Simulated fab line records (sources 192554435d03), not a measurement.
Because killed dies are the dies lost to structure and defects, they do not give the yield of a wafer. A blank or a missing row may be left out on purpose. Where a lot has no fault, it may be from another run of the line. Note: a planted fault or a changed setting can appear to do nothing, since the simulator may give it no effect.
fab line records ; flow n5-finfet
[record] lots = 6; wafers = 18; last-day = 15
route steps=1938 shown BEOL_M4@1050 PASSIVATION@1936
lots with no fault: from the same line, run without faults
start-h: hours from the record's opening day to when the first of the lot's shown wafers began ; wait-h: how many hours have passed since the lot's step before this one ; " same as the row above ; L1.1+2: a single row standing in for several wafers ; - either no value or no given start ; * or withheld: withheld ; < > ~ a bound
route shown NAME@n: NAME is a module with steps in the file, n the number in the route of the first one ; usual: average and standard deviation across the fault-free wafers ; same: alike in all rows ; chamber/n: place in a boat ; sites: each site's reading ; _std_site: their standard deviation ; _edge_site: mean of outer sites minus mean of inner sites ; radius-mm: for every site, how far away it sits from the centre of the wafer ; mask NAME#n: copy n ; behind: the last tool/chamber to shape the wafer ; hold: why the lot was held/for how many hours/how that ended ; device: names the non-switching transistor (n, p or np) ; end of line: at the end of the route, the tests of the same wafers ; a step without rows: its recipe alone ; killed: dies that structure and defects cost at the first sort, which is not the same as the wafer's yield ; map: dies across one wafer; x = killed, . = not, _ = none there
set.NAME: setting as actually run; set.NAME@STEP: the setting as run at that earlier step ; model.NAME: the simulator's own value behind a step, which no gauge read
lots seen at some steps along the route; tables by step, rows by wafer
services: the hour from which a tool's chamber was out of use, counted from the record's first day as start-h (under 0 if before that day), plus the number of hours and why
[[steps]]
[step N5_BEOL_M4_COAT_22]
[recipe] resist = CAR-EUV; spin-rpm = 1500; resist-thk-nm = 30
[step N5_BEOL_M4_EBR_24]
[recipe] solvent = PGMEA; ebr-width-mm = 1.5
[step N5_BEOL_M4_SOFTBAKE_23]
[recipe] temp-c = 110; time-s = 60; resist = CAR-EUV
[step N5_BEOL_M4_EXPOSE_25]
[recipe] mask-id = V3; na = 0.33; source-shape = quasar; sigma-inner = 0.2; sigma-outer = 0.8; polarization = unpolarized; defocus-nm = 5; dose-mj = 63
[step N5_BEOL_M4_PEB_26]
[recipe] peb-temp-c = 100; peb-time-s = 60; resist = CAR-EUV
[step N5_BEOL_M4_DEVELOP_27]
[recipe] develop-time-s = 30; developer = TMAH; resist = CAR-EUV; rinse-liquid = surfactant-rinse; dry = air-spin; dev-temp-c = 23
[step N5_BEOL_M4_CD_MEAS_28]
[recipe] target-cd-nm = 26.2; landing-energy-ev = 500; detector = se-inlens; target-cd-y-nm = 24.1; polarity = opening
[usual] cd-nm = 26.12/0.23
lot.wafer;tool;chamber;start-h;wait-h;cd-nm
L335.1;cd-sem-02;0;156.10;-;26.08
L335.2;cd-sem-02;0;156.10;-;26.23
L335.4;cd-sem-02;0;156.10;-;26.01
L339.2;cd-sem-03;0;186.63;-;25.96
L339.4;cd-sem-03;0;186.63;-;26.21
L339.5;cd-sem-03;0;186.63;-;26.20
L341.3;cd-sem-03;0;189.34;-;25.99
L341.5;cd-sem-03;0;189.34;-;25.88
L341.6;cd-sem-03;0;189.34;-;26.08
L344.2;cd-sem-02;0;212.13;-;25.95
L344.5;cd-sem-02;0;212.13;-;26.34
L344.6;cd-sem-02;0;212.13;-;26.22
L346.1;cd-sem-02;0;231.48;-;26.34
L346.3;cd-sem-02;0;231.48;-;26.35
L346.6;cd-sem-02;0;231.48;-;26.13
L351.1;cd-sem-01;0;252.07;-;25.78
L351.3;cd-sem-01;0;252.07;-;26.41
L351.4;cd-sem-01;0;252.07;-;26.13
[step N5_BEOL_M4_OVL_MEAS_29]
[recipe] points-per-wafer = 522
[usual] V3_OVL = 0.0/0.6
lot.wafer;tool;chamber;start-h;wait-h;V3_OVL[nm]
L335.1;overlay-02;0;156.13;0.0;0.4
L335.2;overlay-02;0;156.13;0.0;0.1
L335.4;overlay-02;0;156.13;0.0;-0.4
L339.2;overlay-02;0;186.66;0.0;-0.1
L339.4;overlay-02;0;186.66;0.0;-0.7
L339.5;overlay-02;0;186.66;0.0;0.4
L341.3;overlay-01;0;189.38;0.0;-0.7
L341.5;overlay-01;0;189.38;0.0;-0.5
L341.6;overlay-01;0;189.38;0.0;0.3
L344.2;overlay-01;0;212.17;0.0;-0.3
L344.5;overlay-01;0;212.17;0.0;0.8
L344.6;overlay-01;0;212.17;0.0;0.0
L346.1;overlay-01;0;231.51;0.0;-0.5
L346.3;overlay-01;0;231.51;0.0;-0.7
L346.6;overlay-01;0;231.51;0.0;0.2
L351.1;overlay-02;0;252.10;0.0;-0.8
L351.3;overlay-02;0;252.10;0.0;0.3
L351.4;overlay-02;0;252.10;0.0;-0.9
[step N5_BEOL_M4_INSPECT_30]
[recipe] mode = adi; inspect-instrument = brightfield
[usual] raw-defect-count = 426/97
lot.wafer;tool;chamber;start-h;wait-h;raw-defect-count
L335.1;defect-inspect-01;-;156.19;0.1;600
L335.2;defect-inspect-01;-;156.19;0.1;536
L335.4;defect-inspect-01;-;156.19;0.1;565
L339.2;defect-inspect-01;-;186.71;0.0;327
L339.4;defect-inspect-01;-;186.71;0.0;447
L339.5;defect-inspect-01;-;186.71;0.0;553
L341.3;defect-inspect-01;-;189.43;0.0;361
L341.5;defect-inspect-01;-;189.43;0.0;363
L341.6;defect-inspect-01;-;189.43;0.0;589
L344.2;defect-inspect-02;-;212.22;0.0;400
L344.5;defect-inspect-02;-;212.22;0.0;387
L344.6;defect-inspect-02;-;212.22;0.0;344
L346.1;defect-inspect-02;-;231.57;0.1;334
L346.3;defect-inspect-02;-;231.57;0.1;327
L346.6;defect-inspect-02;-;231.57;0.1;408
L351.1;defect-inspect-01;-;252.16;0.1;421
L351.3;defect-inspect-01;-;252.16;0.1;470
L351.4;defect-inspect-01;-;252.16;0.1;476
[step N5_BEOL_M4_DESCUM_33]
[recipe] chemistry = O2; time-s = 7; source-power-w = 50; bias-power-w = 20; pressure-mtorr = 20; rf-frequency-hz = 2.712e+07; temp-c = 40; resist = CAR-EUV; o2-flow-sccm = 225
[usual] drypump-motor-current-A = 5.8/0.49; oes-product-au = 0.76/0.063; rf-vpp-V = 243.7/1; showerhead-plenum-p-Torr = 2.13/0.051; throttle-valve-pct = 20.56/0.28
lot.wafer;tool;chamber;start-h;wait-h;drypump-motor-current-A;oes-product-au;rf-hours-counter-h;rf-vpp-V;showerhead-plenum-p-Torr;throttle-valve-pct
L335.1;rie-diel-05;1;156.23;0.0;6.2;0.84;73;244.0;2.13;20.59
L335.2;rie-diel-05;2;156.23;0.0;4.9;0.74;178;243.8;2.17;20.14
L335.4;rie-diel-05;0;156.23;0.0;5.5;0.79;108;243.6;2.11;20.70
L339.2;rie-diel-06;0;186.75;0.0;6.4;0.70;204;243.2;2.08;20.88
L339.4;rie-diel-06;1;186.75;0.0;5.7;0.69;206;243.7;2.17;20.64
L339.5;rie-diel-06;0;186.75;0.0;6.4;0.71;-;242.3;2.08;20.89
L341.3;rie-diel-05;2;189.46;0.0;4.9;0.72;189;244.6;2.17;20.18
L341.5;rie-diel-05;0;189.46;0.0;5.5;0.79;-;245.0;2.11;20.71
L341.6;rie-diel-05;3;189.46;0.0;5.4;0.82;-;243.4;2.23;20.40
L344.2;rie-diel-06;2;212.26;0.0;5.5;0.77;128;244.2;2.09;20.24
L344.5;rie-diel-06;1;212.26;0.0;5.7;0.69;-;243.8;2.17;20.63
L344.6;rie-diel-06;0;212.26;0.0;6.4;0.70;-;243.5;2.08;20.91
L346.1;rie-diel-06;0;231.60;0.0;6.4;0.69;223;242.1;2.08;20.93
L346.3;rie-diel-06;3;231.60;0.0;5.7;0.81;106;243.9;2.12;20.64
L346.6;rie-diel-06;0;231.60;0.0;6.4;0.69;-;243.1;2.08;20.92
L351.1;rie-diel-06;2;252.43;0.3;5.5;0.75;145;244.0;2.08;20.29
L351.3;rie-diel-06;0;252.43;0.3;6.4;0.68;231;243.4;2.07;20.92
L351.4;rie-diel-06;1;252.43;0.3;5.7;0.68;231;245.0;2.16;20.66
[step N5_BEOL_M4_ETCH_77]
[recipe] chemistry = N2/H2; target = underlayer; target-depth-a = 65; mask-material = CAR-EUV; time-s = 5.2; ion-energy-ev = 200; pressure-mtorr = 30; source-w = 840; bias-w = 150; n2-flow-sccm = 200; h2-flow-sccm = 200; ends = cleared
[usual] drypump-motor-current-A = 5.8/0.49; etch-rf-on-time-s = 5.19/0.11; oes-product-au = 0.65/0.054; rf-vpp-V = 524.9/2; showerhead-plenum-p-Torr = 2.58/0.061; throttle-valve-pct = 17.95/0.24
lot.wafer;tool;chamber;start-h;wait-h;drypump-motor-current-A;etch-rf-on-time-s;oes-product-au;rf-hours-counter-h;rf-vpp-V;showerhead-plenum-p-Torr;throttle-valve-pct
L335.1;rie-diel-05;1;156.26;0.0;6.2;5.07;0.73;73;525.2;2.57;17.97
L335.2;rie-diel-05;2;156.26;0.0;4.9;5.22;0.63;178;526.9;2.64;17.66
L335.4;rie-diel-05;0;156.26;0.0;5.5;4.96;0.69;108;525.1;2.55;17.88
L339.2;rie-diel-06;0;186.78;0.0;6.4;5.29;0.60;204;524.2;2.51;18.27
L339.4;rie-diel-06;1;186.78;0.0;5.7;5.20;0.59;206;524.8;2.62;17.88
L339.5;rie-diel-06;0;186.78;0.0;6.4;5.36;0.58;-;524.0;2.51;18.31
L341.3;rie-diel-05;2;189.50;0.0;4.9;5.25;0.62;189;526.6;2.64;17.66
L341.5;rie-diel-05;0;189.50;0.0;5.5;5.00;0.66;-;527.4;2.54;17.94
L341.6;rie-diel-05;3;189.50;0.0;5.5;5.29;0.70;-;526.7;2.66;17.64
L344.2;rie-diel-06;2;212.29;0.0;5.5;5.29;0.65;128;523.2;2.56;17.83
L344.5;rie-diel-06;1;212.29;0.0;5.7;5.08;0.59;-;525.5;2.61;17.87
L344.6;rie-diel-06;0;212.29;0.0;6.4;5.16;0.58;-;525.3;2.51;18.33
L346.1;rie-diel-06;0;231.64;0.0;6.4;5.20;0.59;223;522.3;2.51;18.33
L346.3;rie-diel-06;3;231.64;0.0;5.7;5.07;0.70;106;523.3;2.55;18.00
L346.6;rie-diel-06;0;231.64;0.0;6.4;5.20;0.59;-;521.6;2.51;18.29
L351.1;rie-diel-06;2;252.46;0.0;5.5;5.42;0.63;145;522.9;2.55;17.85
L351.3;rie-diel-06;0;252.46;0.0;6.4;5.33;0.57;231;523.1;2.50;18.34
L351.4;rie-diel-06;1;252.46;0.0;5.7;5.15;0.58;231;524.8;2.61;17.91
[step N5_BEOL_M4_ETCH_69]
[recipe] chemistry = CF4; target = SiARC; target-depth-a = 156; mask-material = CAR-EUV; time-s = 26; ion-energy-ev = 80; pressure-mtorr = 40; source-w = 545; bias-w = 36; Ar_flow_sccm = 100; cf4-flow-sccm = 100; ends = cleared
[usual] drypump-motor-current-A = 5.8/0.49; etch-rf-on-time-s = 25.8/0.44; oes-product-au = 0.65/0.053; rf-vpp-V = 184.3/1.1; showerhead-plenum-p-Torr = 2.17/0.043; throttle-valve-pct = 15.71/0.25
lot.wafer;tool;chamber;start-h;wait-h;drypump-motor-current-A;etch-rf-on-time-s;oes-product-au;rf-hours-counter-h;rf-vpp-V;showerhead-plenum-p-Torr;throttle-valve-pct
L335.1;rie-diel-05;1;156.28;0.0;6.2;25.5;0.73;73;184.1;2.17;15.65
L335.2;rie-diel-05;2;156.28;0.0;4.9;26.2;0.63;178;184.2;2.21;15.39
L335.4;rie-diel-05;0;156.28;0.0;5.5;24.7;0.69;108;184.9;2.16;15.84
L339.2;rie-diel-06;0;186.80;0.0;6.4;26.0;0.60;204;183.6;2.12;15.95
L339.4;rie-diel-06;1;186.80;0.0;5.7;25.5;0.60;206;185.3;2.21;15.78
L339.5;rie-diel-06;0;186.80;0.0;6.4;25.9;0.60;-;183.3;2.12;15.96
L341.3;rie-diel-05;2;189.51;0.0;4.9;26.1;0.62;189;183.8;2.21;15.40
L341.5;rie-diel-05;0;189.51;0.0;5.5;25.0;0.67;-;185.5;2.15;15.85
L341.6;rie-diel-05;3;189.51;0.0;5.4;25.8;0.70;-;186.5;2.24;15.39
L344.2;rie-diel-06;2;212.31;0.0;5.5;26.2;0.65;128;183.4;2.15;15.56
L344.5;rie-diel-06;1;212.31;0.0;5.7;25.7;0.59;-;185.5;2.20;15.79
L344.6;rie-diel-06;0;212.31;0.0;6.4;26.1;0.59;-;184.5;2.12;15.98
L346.1;rie-diel-06;0;231.65;0.0;6.4;26.0;0.59;223;183.6;2.12;15.98
L346.3;rie-diel-06;3;231.65;0.0;5.7;25.7;0.69;106;183.6;2.16;15.72
L346.6;rie-diel-06;0;231.65;0.0;6.4;25.8;0.59;-;183.0;2.12;16.00
L351.1;rie-diel-06;2;252.48;0.0;5.5;26.4;0.64;145;185.0;2.15;15.60
L351.3;rie-diel-06;0;252.48;0.0;6.4;26.0;0.59;231;182.5;2.11;16.03
L351.4;rie-diel-06;1;252.48;0.0;5.7;25.4;0.59;231;185.5;2.20;15.84
[step N5_BEOL_M4_ALD_98]
[recipe] material = SiO2; target-thk-a = 25; temp-c = 100; ald-precursor-family = BDEAS; ald-co-reactant = O2-plasma; pulse-time-s = 1; co-reactant-pulse-time-s = 1; purge-time-s = 2; co-reactant-purge-time-s = 2; ald-cycles = 17; pressure-torr = 2
[usual] ald-cycles = 17/0; heater-power-w = 76/8.1; precursor-pulse-height-rel = 0.998/0.019
lot.wafer;tool;chamber;start-h;wait-h;ald-cycles;heater-power-w;precursor-pulse-height-rel;model.SiO2_of_BEOL_M4_ALD_98.thk-nm
L335.1;ald-sin-04;0;157.00;0.7;17;71;1.006;2.6
L335.2;ald-sin-04;3;157.00;0.7;17;72;0.980;2.4
L335.4;ald-sin-04;2;157.00;0.7;17;92;1.002;2.6
L339.2;ald-sin-04;1;187.21;0.4;13;79;0.991;2
L339.4;ald-sin-04;0;187.21;0.4;13;73;1.018;2
L339.5;ald-sin-04;3;187.21;0.4;13;73;1.002;2
L341.3;ald-sin-04;0;189.79;0.2;13;74;0.993;2
L341.5;ald-sin-04;0;189.79;0.2;13;73;1.008;2
L341.6;ald-sin-04;2;189.79;0.2;13;94;1.017;2
L344.2;ald-sin-01;1;212.39;0.1;17;74;0.994;2.4
L344.5;ald-sin-01;2;212.39;0.1;17;72;0.965;2.4
L344.6;ald-sin-01;1;212.39;0.1;17;74;1.005;2.4
L346.1;ald-sin-01;1;231.74;0.1;17;77;0.997;2.4
L346.3;ald-sin-01;0;231.74;0.1;17;72;0.994;2.4
L346.6;ald-sin-01;3;231.74;0.1;17;82;0.998;2.4
L351.1;ald-sin-03;2;252.56;0.1;17;68;1.016;2.4
L351.3;ald-sin-03;3;252.56;0.1;17;82;0.991;2.6
L351.4;ald-sin-03;1;252.56;0.1;17;66;1.018;2.4
[step N5_BEOL_M4_ETCHBACK_99]
[recipe] chemistry = CHF3; target = SiO2; target-depth-a = 50; time-s = 10.4; source-w = 215; bias-w = 47; Ar_flow_sccm = 200; CHF3_flow_sccm = 12; ion-energy-ev = 100; pressure-mtorr = 30
[usual] drypump-motor-current-A = 5.8/0.49; oes-product-au = 0.77/0.071; rf-vpp-V = 238/5.4; showerhead-plenum-p-Torr = 2.18/0.043; throttle-valve-pct = 17.19/0.28
lot.wafer;tool;chamber;start-h;wait-h;drypump-motor-current-A;oes-product-au;rf-hours-counter-h;rf-vpp-V;showerhead-plenum-p-Torr;throttle-valve-pct
L335.1;rie-diel-06;3;161.11;4.1;5.7;0.83;82;243;2.19;17.24
L335.2;rie-diel-06;0;161.11;4.1;6.4;0.70;193;232;2.13;17.40
L335.4;rie-diel-06;0;161.11;4.1;6.4;0.70;-;233;2.13;17.38
L339.2;rie-diel-05;0;187.42;0.2;5.5;0.78;123;244;2.18;17.40
L339.4;rie-diel-05;2;187.42;0.2;4.9;0.73;188;245;2.22;16.81
L339.5;rie-diel-05;1;187.42;0.2;6.2;0.83;-;245;2.19;17.22
L341.3;rie-diel-02;3;191.66;1.8;5.9;0.76;123;228;2.16;17.37
L341.5;rie-diel-02;0;191.66;1.8;6.5;0.86;-;237;2.26;16.99
L341.6;rie-diel-02;3;191.66;1.8;5.9;0.75;-;230;2.16;17.36
L344.2;rie-diel-05;0;217.82;5.4;5.5;0.76;134;244;2.17;17.41
L344.5;rie-diel-05;1;217.82;5.4;6.2;0.82;-;247;2.18;17.24
L344.6;rie-diel-05;0;217.82;5.4;5.5;0.77;-;245;2.17;17.41
L346.1;rie-diel-06;2;232.14;0.4;5.5;0.76;139;234;2.16;17.04
L346.3;rie-diel-06;0;232.14;0.4;6.4;0.69;224;233;2.12;17.45
L346.6;rie-diel-06;2;232.14;0.4;5.5;0.76;-;232;2.16;17.04
L351.1;rie-diel-06;2;253.36;0.8;5.5;0.74;146;235;2.16;17.07
L351.3;rie-diel-06;1;253.36;0.8;5.7;0.68;232;238;2.20;17.20
L351.4;rie-diel-06;3;253.36;0.8;5.7;0.79;114;244;2.18;17.30
[step N5_BEOL_M4_RC_MEAS_101]
[usual] DIBL_N = 35.9/1.6; DIBL_P = 35.6/2.1; IOFF_N = 0.149/0.029; IOFF_P = 0.20/0.033; ION_N = 671/11; ION_P = 460/7.3; SS_N = 71.4/0.62; SS_P = 73.2/0.65; VT_N = 251/3.1; VT_P = -251/3.4
lot.wafer;tool;chamber;start-h;wait-h;DIBL_N[mV/V];DIBL_P[mV/V];IOFF_N[nA/um];IOFF_P[nA/um];ION_N[uA/um];ION_P[uA/um];SS_N[mV/dec];SS_P[mV/dec];VT_N[mV];VT_P[mV]
L335.1;prober-02;0;165.30;0.0;34.7;35.3;0.124;0.17;662;454;71.0;73.4;256;-254
L335.2;prober-02;0;165.30;0.0;34.8;35.0;0.120;0.16;652;450;70.7;73.1;255;-255
L335.4;prober-02;0;165.30;0.0;36.1;34.7;0.132;0.15;653;445;71.4;73.5;254;-258
L339.2;prober-02;0;193.12;0.2;36.4;37.4;0.163;0.22;670;460;71.7;73.4;249;-250
L339.4;prober-02;0;193.12;0.2;34.3;35.2;0.145;0.20;671;462;70.9;73.4;251;-251
L339.5;prober-02;0;193.12;0.2;33.6;33.6;0.123;0.17;662;452;72.0;72.4;256;-255
L341.3;prober-02;0;196.74;0.3;37.5;39.0;0.177;0.21;681;461;72.7;73.1;247;-252
L341.5;prober-02;0;196.74;0.3;35.6;35.5;0.142;0.16;677;457;72.2;72.7;252;-254
L341.6;prober-02;0;196.74;0.3;34.6;35.0;0.118;0.15;656;447;71.7;72.6;253;-259
L344.2;prober-01;0;222.77;0.2;35.2;35.6;0.148;0.20;677;470;70.5;73.3;251;-247
L344.5;prober-01;0;222.77;0.2;34.3;34.7;0.128;0.19;666;459;70.7;73.2;254;-249
L344.6;prober-01;0;222.77;0.2;34.4;34.8;0.140;0.19;675;461;71.5;73.0;252;-252
L346.1;prober-01;0;236.34;0.0;34.7;33.5;0.129;0.20;663;460;71.4;73.7;251;-249
L346.3;prober-01;0;236.34;0.0;34.8;33.8;0.125;0.22;653;463;71.2;73.2;254;-249
L346.6;prober-01;0;236.34;0.0;35.6;33.3;0.139;0.22;661;454;71.1;72.9;251;-246
L351.1;prober-02;0;257.60;0.0;37.4;35.4;0.141;0.19;680;462;71.4;73.3;253;-252
L351.3;prober-02;0;257.60;0.0;37.6;36.2;0.156;0.20;676;455;71.9;73.9;249;-250
L351.4;prober-02;0;257.60;0.0;36.7;35.3;0.145;0.19;672;460;70.9;73.0;251;-251
[step N5_PASSIVATION_PROBE_49]
[usual] defect-limited-yield = 90.9/1.5; killed_at_M0_to_M3 = 36/9.9; killed_at_M4_up = 13/4.5; killed-at-contacts = 13/6.4; killed-at-front-end = 42/12; killed-at-other = 3.4/3; killed-dies = 107/18; killed-open = 69/13; killed-short = 35/8.2; sort_bin_5_function = 5.3/1.1; sort_bin_6_memory = 3.4/0.69; sort_bin_8_speed = 0.00/0.0071; sort-n-pass = 1073/18; sort-yield-pct = 90.9/1.5
[same] gross-dies = 1180; killed-at-back-side = 0; sort_bin_4_leakage[%] = 0
lot.wafer;tool;chamber;start-h;wait-h;defect-limited-yield[%];killed_at_M0_to_M3;killed_at_M4_up;killed-at-contacts;killed-at-front-end;killed-at-other;killed-dies;killed-open;killed-short;sort_bin_5_function[%];sort_bin_6_memory[%];sort_bin_8_speed[%];sort-n-pass;sort-yield-pct[%]
L339.2;prober-02;-;294.84;0.1;94.1;23;12;7;23;5;70;47;22;4.0;1.8;0;1110;94.1
L339.4;prober-02;-;294.94;0.2;93.6;34;6;5;26;4;75;47;28;3.2;2.8;0;1105;93.6
L339.5;prober-02;-;294.99;0.2;92.5;34;9;7;36;3;89;60;29;3.8;3.4;0;1091;92.5
L341.3;prober-02;-;306.09;0.1;91.7;33;18;7;37;3;98;64;33;4.8;3.0;0;1082;91.7
L341.5;prober-02;-;306.19;0.2;91.4;24;12;10;51;4;101;66;33;5.1;3.3;0;1079;91.4
L341.6;prober-02;-;306.24;0.3;90.4;38;9;21;43;2;113;67;45;5.2;4.0;0;1067;90.4
// killed by level:class
L339.2 BEOL_M3:geometric-particle:open=9 FIN_SAQP:geometric-particle:open=6 BEOL_M2:geometric-particle:open=6 MOL_CONTACT_COAG:geometric-particle:open=5 BEOL_M4:geometric-particle:open=5 BEOL_M0_SAQP:geometric-particle:open=4 FIN_SAQP:geometric-particle:short=3 BEOL_M0_SAQP:geometric-particle:short=3
L339.4 BEOL_M0_SAQP:geometric-particle:short=15 BEOL_M0_SAQP:geometric-particle:open=12 DUMMY_GATE:geometric-particle:open=5 MOL_CONTACT_COAG:geometric-particle:open=5 STI_FIN_REVEAL:geometric-particle:open=4 BEOL_M3:geometric-particle:open=4 FIN_SAQP:geometric-particle:short=3 FIN_SAQP:geometric-particle:open=3
L339.5 DUMMY_GATE:geometric-particle:open=8 BEOL_M2:geometric-particle:open=8 BEOL_M0_SAQP:geometric-particle:short=7 STI_FIN_REVEAL:geometric-particle:open=6 MOL_CONTACT_COAG:geometric-particle:open=6 BEOL_M3:geometric-particle:open=6 FIN_SAQP:geometric-particle:open=5 BEOL_M0_SAQP:geometric-particle:open=5
L341.3 FIN_SAQP:geometric-particle:open=10 BEOL_M0_SAQP:geometric-particle:open=9 BEOL_M0_SAQP:geometric-particle:short=8 BEOL_M4:geometric-particle:open=8 FIN_SAQP:geometric-particle:short=6 BEOL_M3:geometric-particle:open=6 MOL_CONTACT_COAG:geometric-particle:open=5 STARTING-WAFER:geometric-particle:short=5
L341.5 FIN_SAQP:geometric-particle:open=16 FIN_SAQP:geometric-particle:short=8 DUMMY_GATE:geometric-particle:open=8 MOL_CONTACT_COAG:geometric-particle:open=8 BEOL_M3:geometric-particle:open=5 STI_FIN_REVEAL:geometric-particle:open=5 BEOL_M0_SAQP:geometric-particle:short=5 GATE_CUT:geometric-particle:short=4
L341.6 MOL_CONTACT_COAG:geometric-particle:open=15 BEOL_M0_SAQP:geometric-particle:short=15 FIN_SAQP:geometric-particle:open=14 FIN_SAQP:geometric-particle:short=12 BEOL_M3:geometric-particle:open=8 BEOL_M0_SAQP:geometric-particle:open=7 MOL_CONTACT_COAG:geometric-particle:short=6 BEOL_M4:geometric-particle:open=5
[[services]]
tool;chamber;start-h;hours;kind
ald-sin-01;-;134.08;0.8;pm
rie-diel-02;-;156.72;16.8;repair
rie-diel-06;1;161.09;4.9;repair
rie-diel-05;2;164.28;5.6;repair
rie-diel-06;3;211.16;15.1;repair
rie-diel-02;2;226.34;13.2;repair
ald-sin-01;3;232.49;1.4;repair
rie-diel-06;1;233.21;4.6;repair
rie-diel-06;-;242.52;0.3;repair
rie-diel-02;1;251.75;-;clean
rie-diel-02;1;251.75;-;consumable-replace:focus-ring
rie-diel-02;1;251.75;19.5;scheduled-down
rie-diel-02;1;251.75;19.5;vent-cycle
[[key]]
[first-sign] step = N5_BEOL_M4_ALD_98; reading = ald-cycles; direction = down; sigmas = 99+; usual = *; struck = *
effect none on later readings
[model-effect] step = N5_BEOL_M4_ALD_98; value = SiO2_of_BEOL_M4_ALD_98.thk-nm; without = 2.533; struck = 2
met-at N5_BEOL_M4_ALD_98
struck-wafers L339.2,L339.4,L339.5,L341.3,L341.5,L341.6
onset-between 157.00 187.21
[fault] kind = process-parameter-drift; tool = ald-sin-04; chamber = -; onset-h = 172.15; steps = N5_BEOL_M4_ALD_98; channel = ald-cycles; offset = *; shape = step; acts-in = *; stated = *
